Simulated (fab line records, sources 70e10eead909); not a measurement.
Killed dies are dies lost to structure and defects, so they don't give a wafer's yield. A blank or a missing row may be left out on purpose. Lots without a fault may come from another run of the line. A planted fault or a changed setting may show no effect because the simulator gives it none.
fab line records | flow nand_harc
record lots=6 wafers=18 last_day=30
route steps=1302 shown A_BONDPAD@1215 END@1302
lots that met no fault: from a run of the same line without faults
start_h: hours from the record's first day to the start of the lot's first wafer shown | wait_h: hours since the lot's step before | " the same as in the row above | L1.1+2: a row that stands for several wafers | - no value, or no start given | * or withheld: withheld | < > ~ a bound
route shown NAME@n: a module of which the file shows steps, and the number in the route of the first | usual: mean/standard deviation of fault-free wafers | same: alike in all rows | chamber/n: place in a boat | sites: the reading at each site | _std_site: their standard deviation | _edge_site: outer sites' mean less inner sites' | radius_mm: how far each site lies from the wafer's centre | mask NAME#n: copy n | behind: the tool/chamber that last shaped the wafer | hold: why the lot was held/for how many hours/how that ended | device: the transistor (n, p or np) that didn't switch | end of line: the same wafers' tests at the end of the route | a step without rows: its recipe alone | killed: dies lost to structure and defects at the first sort, not the wafer's yield | map: a wafer's dies, x killed, . not, _ none there
set.NAME: the setting as run; set.NAME@STEP: as run at that earlier step | model.NAME: the simulator's own value behind a step, which no gauge read
lots at some steps of the route; a table a step, a row a wafer
services: from which hour (start_h, from the record's first day; less than 0 if before it) a tool's chamber was out of use, for how many hours, and why
## steps
# step NHARC_A_BONDPAD_CD_MEAS_09
# recipe target_cd_nm=500 landing_energy_ev=500
# usual cd_nm=499.3/1.8
# columns lot.wafer tool chamber start_h wait_h cd_nm
L317.3 cd_sem-02 0 541.56 - 500.4
L317.4 " 0 " " 502.3
L317.5 " 0 " " 500.2
L318.1 cd_sem-02 0 543.57 - 500.4
L318.3 " 0 " " 499.8
L318.4 " 0 " " 500.9
L321.1 cd_sem-03 0 591.25 - 501.9
L321.4 " 0 " " 499.3
L321.6 " 0 " " 502.8
L323.1 cd_sem-02 0 632.37 - 496.7
L323.5 " 0 " " 498.2
L323.6 " 0 " " 499.2
L326.2 cd_sem-01 0 642.63 - 502.1
L326.4 " 0 " " 499.7
L326.5 " 0 " " 500.4
L332.4 cd_sem-01 0 681.67 - 498.5
L332.5 " 0 " " 498.9
L332.6 " 0 " " 497.9
# step NHARC_A_BONDPAD_OVL_MEAS_35
# usual overlay_x_nm=-1/6.8 overlay_y_nm=-1/4.1
# columns lot.wafer tool chamber start_h wait_h overlay_x_nm overlay_y_nm
L317.3 overlay-01 - 541.65 - -6 10
L317.4 " - " " -6 11
L317.5 " - " " -6 11
L318.1 overlay-01 - 543.66 - -8 -5
L318.3 " - " " -8 -5
L318.4 " - " " -9 -5
L321.1 overlay-02 - 591.34 - 4 -3
L321.4 " - " " 4 -3
L321.6 " - " " 4 -3
L323.1 overlay-02 - 632.46 - -13 0
L323.5 " - " " -13 0
L323.6 " - " " -13 0
L326.2 overlay-01 - 642.71 - -8 -9
L326.4 " - " " -8 -9
L326.5 " - " " -8 -9
L332.4 overlay-02 - 681.75 - 7 0
L332.5 " - " " 6 -1
L332.6 " - " " 6 -1
# step NHARC_A_BONDPAD_HARDBAKE_10
# recipe temp_c=118 time_s=65
# step NHARC_A_BONDPAD_DESCUM_11
# recipe time_s=3 o2_flow_sccm=200 ar_flow_sccm=0 bias_power_w=0 chemistry=O2
# usual drypump_motor_current_A=5.95/0.27 o2_flow_sccm=199.9/0.55 oes_product_au=1.003/0.01 rf_vpp_V=57.6/0.97 showerhead_plenum_p_Torr=1.88/0.085 throttle_valve_pct=11.310/0.0088
# columns lot.wafer tool chamber start_h wait_h drypump_motor_current_A o2_flow_sccm oes_product_au rf_hours_counter_h rf_vpp_V showerhead_plenum_p_Torr throttle_valve_pct
L317.3 rie_diel-09 1 541.79 - 6.20 200.3 1.022 1 57.6 1.94 11.317
L317.4 " 2 " " 6.13 199.0 1.004 - 59.2 1.85 11.324
L317.5 " 1 " " 6.19 199.9 1.024 - 58.3 1.94 11.306
L318.1 rie_diel-09 0 543.78 - 5.86 199.2 0.998 0 57.3 1.82 11.296
L318.4 " 2 " " 6.11 200.3 1.005 1 55.9 1.85 11.306
L318.3 " 3 " " 5.49 199.1 1.021 1 56.2 1.78 11.310
L321.1 rie_diel-09 3 591.49 - 5.47 199.5 0.997 2 58.3 1.78 11.306
L321.4 " 0 " " 5.84 199.5 1.001 1 59.6 1.82 11.323
L321.6 " 2 " " 6.14 200.4 0.995 - 57.1 1.85 11.308
L323.1 rie_diel-09 0 632.61 - 5.86 200.2 0.996 2 57.2 1.82 11.295
L323.5 " 1 " " 6.20 199.9 1.007 - 58.3 1.94 11.317
L323.6 " 2 " " 6.10 199.8 1.010 - 57.7 1.85 11.304
L326.2 rie_diel-09 3 642.83 - 5.51 199.7 1.002 4 58.2 1.78 11.322
L326.4 " 2 " " 6.13 199.7 0.995 4 58.4 1.85 11.306
L326.5 " 0 " " 5.91 200.3 0.984 - 58.3 1.82 11.301
L332.4 rie_diel-07 3 681.87 - 6.25 200.4 0.991 7 58.5 1.95 11.337
L332.5 " 3 " " 6.25 199.5 0.999 - 58.3 1.95 11.309
L332.6 " 0 " " 6.19 199.7 0.997 - 57.5 1.98 11.307
# step NHARC_A_BONDPAD_ETCH_34
# recipe target_depth_a=600 overetch_a=180 time_s=65.91 ion_energy_ev=200 n2_flow_sccm=150 h2_flow_sccm=150 ar_flow_sccm=0 rf_w=400 bias_w=150 chemistry=N2/H2
# usual drypump_motor_current_A=5.94/0.28 oes_product_au=1.004/0.0095 rf_vpp_V=429.5/2.7 showerhead_plenum_p_Torr=2.00/0.093 throttle_valve_pct=14.172/0.0095
# columns lot.wafer tool chamber start_h wait_h drypump_motor_current_A oes_product_au rf_hours_counter_h rf_vpp_V showerhead_plenum_p_Torr throttle_valve_pct
L317.3 rie_diel-09 1 541.87 0.1 6.19 1.005 1 432.0 2.07 14.185
L317.5 " 2 " " 6.11 1.002 - 428.8 1.97 14.162
L317.4 " 3 " " 5.51 1.003 - 426.7 1.89 14.179
L318.1 rie_diel-09 0 543.87 0.1 5.86 0.998 0 428.2 1.94 14.179
L318.4 " 1 " " 6.20 1.002 1 432.1 2.07 14.160
L318.3 " 2 " " 6.14 1.002 1 429.7 1.97 14.164
L321.4 rie_diel-09 0 591.56 0.1 5.88 1.010 1 427.8 1.94 14.177
L321.1 " 2 " " 6.15 0.989 2 427.7 1.97 14.164
L321.6 " 0 " " 5.89 1.003 - 427.1 1.94 14.179
L323.1 rie_diel-09 1 632.68 0.1 6.18 1.014 4 432.0 2.07 14.162
L323.6 " 3 " " 5.50 1.002 - 427.8 1.89 14.188
L323.5 " 0 " " 5.88 0.995 - 426.9 1.94 14.169
L326.4 rie_diel-09 0 642.92 0.1 5.90 1.008 3 427.4 1.94 14.179
L326.2 " 2 " " 6.10 0.993 4 430.0 1.97 14.152
L326.5 " 0 " " 5.87 0.996 - 427.9 1.94 14.171
L332.4 rie_diel-07 3 681.97 0.1 6.26 1.015 7 430.8 2.08 14.160
L332.5 " 1 " " 5.90 0.998 - 431.9 2.12 14.169
L332.6 " 2 " " 6.10 1.002 - 435.5 2.19 14.177
# step NHARC_A_BONDPAD_ETCH_12
# recipe target_depth_a=2200 time_s=110 chf3_flow_sccm=50 o2_flow_sccm=10 ar_flow_sccm=200 rf_w=500 bias_w=200 chemistry=CHF3/O2
# step NHARC_A_BONDPAD_CD_MEAS_13
# usual cd_nm=499.0/2.1
# columns lot.wafer tool chamber start_h wait_h cd_nm
L317.3 cd_sem-03 - 542.14 - 501.1
L317.4 " - " " 502.8
L317.5 " - " " 501.3
L318.1 cd_sem-02 - 544.10 - 500.3
L318.3 " - " " 499.4
L318.4 " - " " 501.3
L321.1 cd_sem-01 - 591.78 - 501.1
L321.4 " - " " 499.4
L321.6 " - " " 502.8
L323.1 cd_sem-03 - 632.92 - 495.8
L323.5 " - " " 498.5
L323.6 " - " " 499.1
L326.2 cd_sem-01 - 643.15 - 501.7
L326.4 " - " " 500.6
L326.5 " - " " 500.2
L332.4 cd_sem-03 - 682.20 - 497.5
L332.5 " - " " 499.1
L332.6 " - " " 498.4
# step NHARC_A_BONDPAD_STRIP_15
# recipe o2_flow_sccm=500 ar_flow_sccm=0 bias_w=0 chemistry=O2
# usual drypump_motor_current_A=5.97/0.26 o2_flow_sccm=499.8/1.5 oes_product_au=1.004/0.0098 rf_vpp_V=57.6/1 showerhead_plenum_p_Torr=3.52/0.16 throttle_valve_pct=17.037/0.0095
# columns lot.wafer tool chamber start_h wait_h drypump_motor_current_A o2_flow_sccm oes_product_au rf_hours_counter_h rf_vpp_V showerhead_plenum_p_Torr throttle_valve_pct
L317.3 rie_diel-09 3 542.20 0.1 5.46 500.5 1.023 1 55.9 3.30 17.033
L317.5 " 3 " " 5.50 500.8 1.010 - 56.4 3.30 17.028
L317.4 " 2 " " 6.14 500.3 1.001 - 55.0 3.42 17.033
L318.4 rie_diel-09 1 544.18 0.1 6.22 501.3 1.028 1 56.3 3.58 17.023
L318.3 " 2 " " 6.12 500.7 1.014 1 55.9 3.42 17.041
L318.1 " 0 " " 5.87 499.3 1.009 0 57.6 3.37 17.015
L321.1 rie_diel-09 0 591.89 0.1 5.91 499.6 1.002 2 57.6 3.37 17.022
L321.4 " 1 " " 6.21 500.7 1.013 3 57.8 3.58 17.039
L321.6 " 3 " " 5.52 501.6 0.998 - 57.4 3.30 17.042
L323.1 rie_diel-09 2 632.99 0.1 6.17 499.4 1.003 4 56.6 3.42 17.042
L323.6 " 2 " " 6.12 498.0 1.002 - 57.2 3.41 17.039
L323.5 " 3 " " 5.50 499.2 1.003 - 57.4 3.30 17.039
L326.4 rie_diel-09 1 643.22 0.1 6.22 499.2 1.014 4 58.3 3.58 17.054
L326.2 " 2 " " 6.14 499.2 1.001 4 56.5 3.41 17.046
L326.5 " 2 " " 6.11 498.3 0.999 - 57.2 3.41 17.033
L332.4 rie_diel-07 2 682.29 0.1 6.07 501.0 1.002 7 58.7 3.77 17.022
L332.5 " 0 " " 6.17 500.3 1.003 - 58.1 3.65 17.021
L332.6 " 1 " " 5.98 500.0 0.994 - 58.1 3.65 17.032
# step NHARC_A_BONDPAD_ETCH_24
# recipe target_depth_a=300 over_etch_frac=0.3 time_s=72.99 ion_energy_ev=150 cf4_flow_sccm=50 n2_flow_sccm=100 ar_flow_sccm=150 rf_w=300 bias_w=100 chemistry=CF4/N2
# usual drypump_motor_current_A=5.97/0.26 oes_product_au=1.004/0.0093 rf_vpp_V=314.1/2.1 showerhead_plenum_p_Torr=2.62/0.12 throttle_valve_pct=19.794/0.009
# columns lot.wafer tool chamber start_h wait_h drypump_motor_current_A oes_product_au rf_hours_counter_h rf_vpp_V showerhead_plenum_p_Torr throttle_valve_pct
L317.3 rie_diel-09 3 542.39 0.2 5.50 1.004 1 311.3 2.45 19.799
L317.5 " 3 " " 5.49 1.027 - 310.3 2.45 19.800
L317.4 " 1 " " 6.19 1.005 - 313.9 2.66 19.784
L318.4 rie_diel-09 1 - - 6.21 1.009 1 315.1 2.66 19.788
L318.3 " 3 " " 5.52 1.010 1 311.7 2.45 19.793
L318.1 " 0 " " 5.90 1.006 0 311.5 2.51 19.806
L321.1 rie_diel-09 3 - - 5.49 1.003 3 311.7 2.45 19.797
L321.4 " 1 " " 6.20 1.010 3 314.8 2.66 19.779
L321.6 " 3 " " 5.49 1.000 - 310.0 2.45 19.788
L323.1 rie_diel-09 0 - - 5.89 1.002 3 312.5 2.50 19.790
L323.6 " 0 " " 5.89 1.001 - 313.0 2.50 19.802
L323.5 " 1 " " 6.19 1.002 - 315.4 2.66 19.784
L326.2 rie_diel-09 3 - - 5.44 1.000 4 312.1 2.45 19.780
L326.4 " 0 " " 5.90 0.995 3 312.5 2.50 19.802
L326.5 " 2 " " 6.13 0.990 - 311.5 2.54 19.796
L332.4 rie_diel-07 1 - - 5.95 1.004 7 317.0 2.72 19.809
L332.5 " 2 " " 6.05 0.988 - 316.5 2.81 19.803
L332.6 " 3 " " 6.25 1.010 - 314.1 2.67 19.790
# step NHARC_A_BONDPAD_STRIP_16
# recipe time_s=600 temp_c=30 chemistry=post_etch_residue_remover
# step NHARC_A_BONDPAD_DEGAS_25
# recipe temp_c=300 time_s=60
# usual heater_power_w=500/54
# columns lot.wafer tool chamber start_h wait_h heater_power_w
L317.3 pvd_sputter-01 - 542.80 - 511
L317.4 " - " " 506
L317.5 " - " " 504
L318.3 pvd_sputter-02 - 544.73 - 521
L318.1 " - " " 540
L318.4 " - " " 493
L321.1 pvd_sputter-01 - 592.42 - 508
L321.4 " - " " 622
L321.6 " - " " 510
L323.1 pvd_sputter-01 - 633.56 - 489
L323.6 " - " " 622
L323.5 " - " " 507
L326.4 pvd_sputter-03 - 643.79 - 487
L326.2 " - " " 406
L326.5 " - " " 455
L332.4 pvd_sputter-03 - 682.82 - 486
L332.6 " - " " 412
L332.5 " - " " 474
# step NHARC_A_BONDPAD_PRE_CLEAN_26
# recipe time_s=30 temp_c=280 gas=H2/He
# step NHARC_A_BONDPAD_PVD_17
# recipe target_thk_a=50 bias_v=168.6 power_w=15000 chamber_pressure_pa=0.12 time_s=8.06 substrate_temp_c=50 material=TaN
# usual throttle_valve_pct=29.8/0.97 time_s=8.06/0
# columns lot.wafer tool chamber start_h wait_h throttle_valve_pct time_s
L317.4 pvd_sputter-01 - 542.91 - 30.0 8.06
L317.3 " - " " 30.7 8.06
L317.5 " - " " 30.6 8.06
L318.3 pvd_sputter-02 - 544.84 - 29.6 8.06
L318.1 " - " " 29.7 8.06
L318.4 " - " " 31.8 8.06
L321.4 pvd_sputter-01 - 592.53 - 30.1 10.635
L321.1 " - " " 29.7 10.635
L321.6 " - " " 29.8 10.635
L323.1 pvd_sputter-01 - 633.65 - 29.9 10.635
L323.6 " - " " 29.5 10.635
L323.5 " - " " 28.5 10.635
L326.2 pvd_sputter-03 - 643.98 - 30.4 8.06
L326.4 " - " " 29.6 8.06
L326.5 " - " " 31.1 8.06
L332.4 pvd_sputter-03 - 682.97 - 29.1 8.06
L332.6 " - " " 30.3 8.06
L332.5 " - " " 29.3 8.06
# step NHARC_A_BONDPAD_PVD_27
# recipe target_thk_a=300 chamber_pressure_pa=5 power_w=5000 substrate_temp_c=30 time_s=20.49 material=Cu
# step NHARC_END_SORT_01
# recipe temp_c=25
# usual killed_at_array=64/16 killed_at_other=1.0/1.1 killed_at_periphery=3.5/2.3 killed_dies=69/17 killed_open=3.2/1.6 killed_short=2.4/1.6
# same gross_dies=677
# columns lot.wafer tool chamber start_h wait_h killed_at_array killed_at_other killed_at_periphery killed_dies killed_open killed_short
L321.4 prober-01 0 623.50 3.4 90 1 2 93 1 1
L321.6 prober-01 0 625.12 4.0 75 0 2 77 2 1
# killed by level:class
L321.4 A_CHANNEL_HOLE_D2:chamber_film_flake=39 A_SLIT:chamber_film_flake=34 A_CHANNEL_HOLE_D1:chamber_film_flake=6 A_STAIRCASE:chamber_film_flake=6 A_CHANNEL_FILL_D1:chamber_film_flake=2 A_CONTACT:chamber_film_flake=2 P_CONTACT:geometric_particle:short=1 A_CHANNEL_FILL_D1:geometric_particle:open=1
L321.6 A_SLIT:chamber_film_flake=32 A_CHANNEL_HOLE_D2:chamber_film_flake=30 A_CHANNEL_HOLE_D1:chamber_film_flake=6 A_CHANNEL_FILL_D1:chamber_film_flake=2 A_ONON_D1:geometric_particle:open=1 A_DECK1_JOINT:geometric_particle:short=1 A_M0:geometric_particle:open=1 P_STI:chamber_film_flake=1
## services
# columns tool chamber start_h hours kind
rie_diel-09 0 522.43 21.1 repair
pvd_sputter-03 - 523.79 1.2 repair
pvd_sputter-03 - 525.76 8.1 repair
rie_diel-09 1 530.63 - clean
rie_diel-09 2 530.63 - clean
rie_diel-09 3 530.63 - clean
rie_diel-09 0 555.13 - clean
rie_diel-09 1 555.13 - clean
rie_diel-09 2 555.13 - clean
rie_diel-09 3 555.13 - clean
rie_diel-07 2 563.04 10.5 repair
rie_diel-09 0 579.63 - clean
rie_diel-09 1 579.63 - clean
rie_diel-09 2 579.63 - clean
rie_diel-09 3 579.63 - clean
pvd_sputter-01 - 582.00 10.0 pm
pvd_sputter-01 - 626.33 3.5 repair
pvd_sputter-02 - 638.00 10.0 pm
pvd_sputter-01 - 642.65 4.3 repair
rie_diel-07 - 648.20 9.0 pm
pvd_sputter-01 - 656.88 5.1 repair
rie_diel-07 0 670.15 9.9 repair
pvd_sputter-02 - 672.48 18.2 repair
rie_diel-09 - 674.13 9.0 pm
## key
first_sign step=NHARC_A_BONDPAD_PVD_17 reading=time_s direction=up sigmas=99+ usual=* struck=*
effect none on later readings
met_at NHARC_A_BONDPAD_PVD_17
struck_wafers L321.1,L321.4,L321.6,L323.1,L323.5,L323.6
tester_left_out L321,L323
onset_between 542.91 592.53
earlier_fault kind=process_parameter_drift tool=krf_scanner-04 chamber=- onset_h=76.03 steps=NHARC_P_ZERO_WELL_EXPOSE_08 channel=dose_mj offset=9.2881 shape=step acts_in=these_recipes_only stated=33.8
fault kind=process_parameter_drift tool=pvd_sputter-01 chamber=- onset_h=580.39 steps=NHARC_A_BONDPAD_PVD_17 channel=time_s offset=* shape=step acts_in=* stated=*
# tester_left_out: of these lots the tester's yield and bins aren't shown, on N5 and GAA mostly nor the transistor test; their killed dies are dies lost to structure and defects alone, not to doping, threshold or leakage, so they don't give the yield
